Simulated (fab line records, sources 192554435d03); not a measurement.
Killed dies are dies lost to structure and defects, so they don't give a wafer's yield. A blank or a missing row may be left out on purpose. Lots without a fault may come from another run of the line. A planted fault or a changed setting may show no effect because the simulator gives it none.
Split-lot experiment | flow n5_finfet | 7 lots, 21 wafers read, on a route of 1938 steps

THE SPLIT
At N5_BEOL_M0_ETCH_138 (etches SiCN in CH3F/O2, target depth 12 nm, time 31.6 s), the setting source_w was moved away from the recipe's 395 W on 8 of the 21 wafers read, by -13.4% to +7.8%. The other wafers ran this setting at the recipe's value.

The reading is taken at the split's own step.

THE READING
rf_vpp_V, in V, at N5_BEOL_M0_ETCH_138 (etches SiCN in CH3F/O2, target depth 12 nm, time 31.6 s). Fault-free wafers of this fab line usually give 297.5 V, standard deviation 1.6 V.

wafer  | tool, chamber at the split | source_w as run, W | against the recipe | rf_vpp_V, V | against lot-mates on the recipe
L077.1 | rie_diel-06, 2             | 395                | recipe             | 296.6       | -
L077.3 | rie_diel-06, 1             | 413.6              | +4.7%              | 294.2       | -1.7
L077.5 | rie_diel-06, 3             | 395                | recipe             | 295.2       | -
L078.1 | rie_diel-06, 1             | 413.6              | +4.7%              | 293.2       | -6.0
L078.2 | rie_diel-06, 3             | 413.6              | +4.7%              | 289.2       | -10.0
L078.6 | rie_diel-06, 0             | 395                | recipe             | 299.2       | -
L079.2 | rie_diel-01, 3             | 395                | recipe             | 300.1       | -
L079.3 | rie_diel-01, 2             | 342                | -13.4%             | 314.6       | +14.5
L079.5 | rie_diel-01, 0             | 342                | -13.4%             | 312.9       | +12.8
L080.1 | rie_diel-01, 2             | 395                | recipe             | 299.6       | -
L080.2 | rie_diel-01, 0             | 418.3              | +5.9%              | 291.2       | -8.4
L080.6 | rie_diel-01, 2             | 418.3              | +5.9%              | 294.1       | -5.5
L083.3 | rie_diel-01, 2             | 395                | recipe             | 299.5       | -
L083.4 | rie_diel-01, 1             | 395                | recipe             | 297.1       | -
L083.6 | rie_diel-01, 3             | 395                | recipe             | 300.2       | -
L084.2 | rie_diel-03, 1             | 426                | +7.8%              | 288.6       | -7.4
L084.5 | rie_diel-03, 2             | 395                | recipe             | 296.2       | -
L084.6 | rie_diel-03, 1             | 395                | recipe             | 295.8       | -
L090.1 | rie_diel-01, 3             | 395                | recipe             | 298.3       | -
L090.5 | rie_diel-01, 3             | 395                | recipe             | 299.2       | -
L090.6 | rie_diel-01, 2             | 395                | recipe             | 299.8       | -

THE FIT
A straight line over all 21 wafers: rf_vpp_V changes by -1.15 V for each +1% of source_w; r = -0.96; the points scatter about the line by 1.8 V.
The same after taking each lot's own level away (the mean of its wafers on the recipe; 21 wafers): -1.05 V for each +1%; r = -0.96; scatter 1.6 V.
On that fit, the largest move of source_w shifts the reading by 14 V.
The lots' own levels span 295.90 to 300.10 V, that is 2.6 times the standard deviation above.
So the lot-to-lot level changes the slope little: the two slopes agree.
Check: with one of the wafers moved furthest among these (-13.4%) left out of the fit, the line predicts +13.6 V for it against its lot-mates. It came out at +14.5 V against them.
Tool readings at the split's step, against how far the setting was moved: rf_vpp_V r = -0.96.

OTHER SPLITS ON THESE WAFERS
These wafers also went through other splits before the reading. Each is held against what the fit with the lots' levels taken away leaves over:
other split on the same wafers                  | wafers away from the commonest value | r with rf_vpp_V (lot level and that fit taken away)
N5_MOL_CONTACT_COAG_ETCHBACK_136 target_depth_a | 7                                    | +0.10
N5_BEOL_M0_SAQP_ETCH_107 bias_w                 | 5                                    | -0.54
N5_BEOL_M0_SAQP_COAT_34 spin_rpm                | 5                                    | +0.08

THE FILE'S OWN FIT
rf_vpp_V changes by -1.02 V for each +1% of source_w, r = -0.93.
